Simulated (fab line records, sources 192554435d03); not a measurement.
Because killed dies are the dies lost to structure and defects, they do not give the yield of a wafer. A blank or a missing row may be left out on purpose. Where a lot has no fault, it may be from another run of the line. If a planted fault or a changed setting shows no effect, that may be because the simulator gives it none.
Which of the tools did it? -- flow n5-finfet -- Sampling: 10 lots, 29 wafers, 2 of 1938 route steps

WHAT THE GAUGES READ, wafer by wafer
N5_BEOL_M4_INSPECT_30: inspects for defects (brightfield).
lot,measured,on,raw-defect-count
L566,day 8 11:52,defect-inspect-01,402 301 409
L567,day 8 16:52,defect-inspect-02,336 387 363
L569,day 9 07:21,defect-inspect-02,504 475 392
L570,day 9 10:34,defect-inspect-01,427 364 494
L571,day 9 11:26,defect-inspect-01,377 386 429
L574,day 10 13:23,defect-inspect-01,488 299 288
L577,day 10 17:32,defect-inspect-01,301 412 510
L575,day 10 18:17,defect-inspect-02,485 371 377
L578,day 11 14:35,defect-inspect-01,435 574 438
L582,day 12 07:53,defect-inspect-01,538 527

WHICH TOOL RAN EACH LOT (tool, then ch and the chambers of the sampled wafers, then the start)
lot,N5_BEOL_M4_STRIP_66
L566,"rie-diel-05 ch 0,3, day 8 11:13"
L567,"rie-diel-03 ch 0,1,3, day 8 16:06"
L569,"rie-diel-03 ch 0,1,3, day 9 06:43"
L570,"rie-diel-01 ch 0,3, day 9 09:48"
L571,"rie-diel-05 ch 0,2,3, day 9 10:47"
L574,"rie-diel-01 ch 1,2, day 10 12:29"
L577,"rie-diel-03 ch 0,1,3, day 10 16:46"
L575,"rie-diel-03 ch 0,2, day 10 17:27"
L578,"rie-diel-01 ch 0,2,3, day 11 13:49"
L582,"rie-diel-01 ch 1,2, day 12 06:23"
- N5_BEOL_M4_STRIP_66: strips in CF4.

THE ANSWER, worked out from the rows above alone
Rule: the lots themselves supply what counts as usual. Put in order of their means at a reading, lots are off if they are a third of the lots or fewer, leave a main group of 4 or more, and stand apart from it by a gap of 3 or more times the standard deviation of the main group's means; of several such gaps the widest counts. A main group is skipped when, at the precision printed for the reading in the tables above, its means are all equal. A lot without any number at a reading at which 4 lots or more have one is off too. Any other lot the step has rows for is counted as sound.
No lot is off on any of the readings shown, so nothing can be concluded from this.

WHAT THE SIMULATOR PUT IN
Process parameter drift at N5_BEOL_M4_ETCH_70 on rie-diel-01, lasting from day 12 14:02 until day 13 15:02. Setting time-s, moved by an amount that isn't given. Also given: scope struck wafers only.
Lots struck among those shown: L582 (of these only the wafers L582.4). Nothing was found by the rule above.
